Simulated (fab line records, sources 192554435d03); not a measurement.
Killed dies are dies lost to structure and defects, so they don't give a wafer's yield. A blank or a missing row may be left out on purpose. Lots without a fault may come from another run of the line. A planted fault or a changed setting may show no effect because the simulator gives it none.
Split-lot experiment | flow n5_finfet | 7 lots, 21 wafers read, on a route of 1938 steps

THE SPLIT
At N5_BEOL_M1_EXPOSE_08 (exposes mask M1), the setting dose_mj was moved away from the recipe's 33 on 6 of the 21 wafers read, by -6.5% to +4.7%. The other wafers ran this setting at the recipe's value.

FROM THE SPLIT TO THE READING: what the file shows between them, 2 steps
- N5_BEOL_M1_PEB_09: peb time 60 s
- N5_BEOL_M1_DEVELOP_10: develop time 30 s

THE READING
cd_nm, in nm, at N5_BEOL_M1_CD_MEAS_11 (target cd 17.05 nm). Fault-free wafers of this fab line usually give 17.07 nm, standard deviation 0.24 nm.

wafer  | tool, chamber at the split | dose_mj as run | against the recipe | cd_nm, nm | against lot-mates on the recipe
L078.4 | euv_scanner-01, 0          | 33             | recipe             | 16.92     | -
L078.5 | euv_scanner-01, 0          | 31.59          | -4.3%              | 15.98     | -0.94
L078.6 | euv_scanner-01, 0          | 31.59          | -4.3%              | 16.62     | -0.30
L082.3 | euv_scanner-02, 0          | 33             | recipe             | 17.03     | -
L082.4 | euv_scanner-02, 0          | 34.49          | +4.5%              | 17.91     | +0.88
L082.5 | euv_scanner-02, 0          | 33             | recipe             | 17.03     | -
L085.2 | euv_scanner-02, 0          | 30.84          | -6.5%              | 15.81     | -1.32
L085.3 | euv_scanner-02, 0          | 33             | recipe             | 16.85     | -
L085.5 | euv_scanner-02, 0          | 33             | recipe             | 17.41     | -
L088.2 | euv_scanner-02, 0          | 33             | recipe             | 17.04     | -
L088.3 | euv_scanner-02, 0          | 34.56          | +4.7%              | 17.94     | +0.90
L088.6 | euv_scanner-02, 0          | 34.56          | +4.7%              | 17.76     | +0.72
L089.1 | euv_scanner-02, 0          | 33             | recipe             | 16.85     | -
L089.2 | euv_scanner-02, 0          | 33             | recipe             | 16.72     | -
L089.5 | euv_scanner-02, 0          | 33             | recipe             | 16.92     | -
L091.1 | euv_scanner-01, 0          | 33             | recipe             | 17.55     | -
L091.3 | euv_scanner-01, 0          | 33             | recipe             | 17.18     | -
L091.5 | euv_scanner-01, 0          | 33             | recipe             | 16.93     | -
L093.2 | euv_scanner-01, 0          | 33             | recipe             | 16.98     | -
L093.5 | euv_scanner-01, 0          | 33             | recipe             | 16.74     | -
L093.6 | euv_scanner-01, 0          | 33             | recipe             | 16.79     | -

THE FIT
A straight line over all 21 wafers: cd_nm changes by +0.179 nm for each +1% of dose_mj; r = +0.91; the points scatter about the line by 0.23 nm.
The same after taking each lot's own level away (the mean of its wafers on the recipe; 21 wafers): +0.177 nm for each +1%; r = +0.93; scatter 0.19 nm.
On that fit, the largest move of dose_mj shifts the reading by 1.2 nm.
The lots' own levels span 16.830 to 17.220 nm, that is 1.6 times the standard deviation above.
So the lot-to-lot level changes the slope little: the two slopes agree.
Check: with one of the wafers moved furthest among these (-6.5%) left out of the fit, the line predicts -1.07 nm for it against its lot-mates. It came out at -1.32 nm against them.

OTHER SPLITS ON THESE WAFERS
These wafers also went through other splits before the reading. Each is held against what the fit with the lots' levels taken away leaves over:
other split on the same wafers | wafers away from the commonest value | r with cd_nm (lot level and that fit taken away)
N5_BEOL_M1_COAT_05 spin_rpm    | 8                                    | -0.14

THE WHOLE CHAIN: every reading that the file lists as answering this split, in the file's order
step                  | what it does                                                | reading                                                               | change (the file's fit)               | r (the file's)
N5_BEOL_M1_CD_MEAS_11 | target cd 17.05 nm                                          | cd_nm                                                                 | +0.184 nm for each +1% of the setting | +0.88
N5_BEOL_M1_ETCH_74    | etches underlayer in N2/H2, target depth 6.5 nm, time 5.2 s | BEOL_M1.cd_offset_nm (the simulator's own value, which no gauge read) | +0.184 nm for each +1% of the setting | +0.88

THE FILE'S OWN FIT
cd_nm changes by +0.184 nm for each +1% of dose_mj, r = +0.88.
